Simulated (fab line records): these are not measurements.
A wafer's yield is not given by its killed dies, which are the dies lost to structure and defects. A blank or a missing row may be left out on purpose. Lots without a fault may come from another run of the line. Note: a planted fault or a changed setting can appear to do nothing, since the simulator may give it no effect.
Split-lot experiment / flow n5Finfet / 7 lots, 21 wafers read, on a route of 1938 steps

## THE SPLIT
At N5_BEOL_M7_EXPOSE_25 (exposes mask V6, target cd 40 nm), the setting doseMj was moved away from the recipe's 42.5 on 9 of the 21 wafers read, by -7.3% to +6.2%. For the rest of the wafers, this setting stayed at what the recipe calls for.

## FROM THE SPLIT TO THE READING: what the file shows between them, 2 steps
- N5_BEOL_M7_PEB_26: peb time 60 s
- N5_BEOL_M7_DEVELOP_27: develop time 30 s

## THE READING
Shown in nm: cdNm at N5_BEOL_M7_CD_MEAS_28, with target cd 40 nm. Typical for fault-free wafers on this fab line: 39.99 nm, with standard deviation 0.24 nm.

wafer=L074.2; tool, chamber at the split=euvScanner-02, 0; doseMj as run=42.5; against the recipe=recipe; cdNm, nm=40.19; against lot-mates on the recipe=-
wafer=L074.3; tool, chamber at the split=euvScanner-02, 0; doseMj as run=42.5; against the recipe=recipe; cdNm, nm=39.93; against lot-mates on the recipe=-
wafer=L074.4; tool, chamber at the split=euvScanner-02, 0; doseMj as run=42.5; against the recipe=recipe; cdNm, nm=40.40; against lot-mates on the recipe=-
wafer=L075.3; tool, chamber at the split=euvScanner-02, 0; doseMj as run=45.06; against the recipe=+6.0%; cdNm, nm=41.55; against lot-mates on the recipe=+1.55
wafer=L075.4; tool, chamber at the split=euvScanner-02, 0; doseMj as run=42.5; against the recipe=recipe; cdNm, nm=39.98; against lot-mates on the recipe=-
wafer=L075.5; tool, chamber at the split=euvScanner-02, 0; doseMj as run=42.5; against the recipe=recipe; cdNm, nm=40.03; against lot-mates on the recipe=-
wafer=L076.2; tool, chamber at the split=euvScanner-02, 0; doseMj as run=44.41; against the recipe=+4.5%; cdNm, nm=41.28; against lot-mates on the recipe=no lot-mate on the recipe
wafer=L076.5; tool, chamber at the split=euvScanner-02, 0; doseMj as run=44.41; against the recipe=+4.5%; cdNm, nm=40.89; against lot-mates on the recipe=no lot-mate on the recipe
wafer=L076.6; tool, chamber at the split=euvScanner-02, 0; doseMj as run=44.41; against the recipe=+4.5%; cdNm, nm=40.81; against lot-mates on the recipe=no lot-mate on the recipe
wafer=L087.1; tool, chamber at the split=euvScanner-01, 0; doseMj as run=42.5; against the recipe=recipe; cdNm, nm=39.92; against lot-mates on the recipe=-
wafer=L087.2; tool, chamber at the split=euvScanner-01, 0; doseMj as run=45.13; against the recipe=+6.2%; cdNm, nm=40.98; against lot-mates on the recipe=+1.06
wafer=L087.4; tool, chamber at the split=euvScanner-01, 0; doseMj as run=45.13; against the recipe=+6.2%; cdNm, nm=41.22; against lot-mates on the recipe=+1.30
wafer=L093.2; tool, chamber at the split=euvScanner-01, 0; doseMj as run=44.46; against the recipe=+4.6%; cdNm, nm=41.10; against lot-mates on the recipe=+1.00
wafer=L093.3; tool, chamber at the split=euvScanner-01, 0; doseMj as run=44.46; against the recipe=+4.6%; cdNm, nm=40.74; against lot-mates on the recipe=+0.64
wafer=L093.4; tool, chamber at the split=euvScanner-01, 0; doseMj as run=42.5; against the recipe=recipe; cdNm, nm=40.10; against lot-mates on the recipe=-
wafer=L094.1; tool, chamber at the split=euvScanner-02, 0; doseMj as run=42.5; against the recipe=recipe; cdNm, nm=40.09; against lot-mates on the recipe=-
wafer=L094.2; tool, chamber at the split=euvScanner-02, 0; doseMj as run=42.5; against the recipe=recipe; cdNm, nm=39.82; against lot-mates on the recipe=-
wafer=L094.5; tool, chamber at the split=euvScanner-02, 0; doseMj as run=39.38; against the recipe=-7.3%; cdNm, nm=38.40; against lot-mates on the recipe=-1.55
wafer=L095.3; tool, chamber at the split=euvScanner-01, 0; doseMj as run=42.5; against the recipe=recipe; cdNm, nm=39.91; against lot-mates on the recipe=-
wafer=L095.4; tool, chamber at the split=euvScanner-01, 0; doseMj as run=42.5; against the recipe=recipe; cdNm, nm=40.21; against lot-mates on the recipe=-
wafer=L095.5; tool, chamber at the split=euvScanner-01, 0; doseMj as run=42.5; against the recipe=recipe; cdNm, nm=40.08; against lot-mates on the recipe=-

FIT RESULTS
A straight line over all 21 wafers: cdNm changes by +0.206 nm for each +1% of doseMj; r = +0.96; the points scatter about the line by 0.19 nm.
The same after taking each lot's own level away (the mean of its wafers on the recipe; 18 wafers): +0.206 nm for each +1%; r = +0.97; scatter 0.16 nm.
On that fit, the largest move of doseMj shifts the reading by 1.5 nm.
The span of the lots' own levels, 39.920 to 40.173 nm, comes to 1.1 times the standard deviation stated above.
The two slopes are in agreement: the lot-to-lot level therefore moves the slope only a little.
Check: with one of the wafers moved furthest among these (-7.3%) left out of the fit, the line predicts -1.5 nm for it against its lot-mates. Against them it came out at -1.55 nm.

## THE WHOLE CHAIN: every reading that the file lists as answering this split, in the file's order
step=N5_BEOL_M7_CD_MEAS_28; what it does=target cd 40 nm; reading=cdNm; change (the file's fit)=+0.213 nm for each +1% of the setting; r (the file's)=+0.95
step=N5_BEOL_M7_DESCUM_33; what it does=chemistry O2, time 7 s; reading=BEOL_M7.cdNm (the simulator's own value, which no gauge read); change (the file's fit)=+0.2 nm for each +1% of the setting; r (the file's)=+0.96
step=N5_BEOL_M7_ETCH_72; what it does=etches underlayer in N2/H2, target depth 6.5 nm, time 5.2 s; reading=BEOL_M7.cdNm (the simulator's own value, which no gauge read); change (the file's fit)=+0.226 nm for each +1% of the setting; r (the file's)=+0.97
step=N5_BEOL_M7_ETCH_65; what it does=etches SiARC in CF4, target depth 15.6 nm, time 26 s; reading=BEOL_M7.cdNm (the simulator's own value, which no gauge read); change (the file's fit)=+0.206 nm for each +1% of the setting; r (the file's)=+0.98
step=N5_BEOL_M7_ETCH_66; what it does=etches SOC in N2/H2, target depth 80 nm, overetch 16 nm, time 120 s; reading=BEOL_M7.cdNm (the simulator's own value, which no gauge read); change (the file's fit)=+0.174 nm for each +1% of the setting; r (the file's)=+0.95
step=N5_BEOL_M7_VIA_ETCH_34; what it does=etches SiCOH lowk in C4F6/O2, target depth 125.5 nm, time 50.5 s; reading=BEOL_M7.cdNm (the simulator's own value, which no gauge read); change (the file's fit)=+0.187 nm for each +1% of the setting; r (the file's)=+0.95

## THE FILE'S OWN FIT
cdNm changes by +0.213 nm for each +1% of doseMj, r = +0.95.
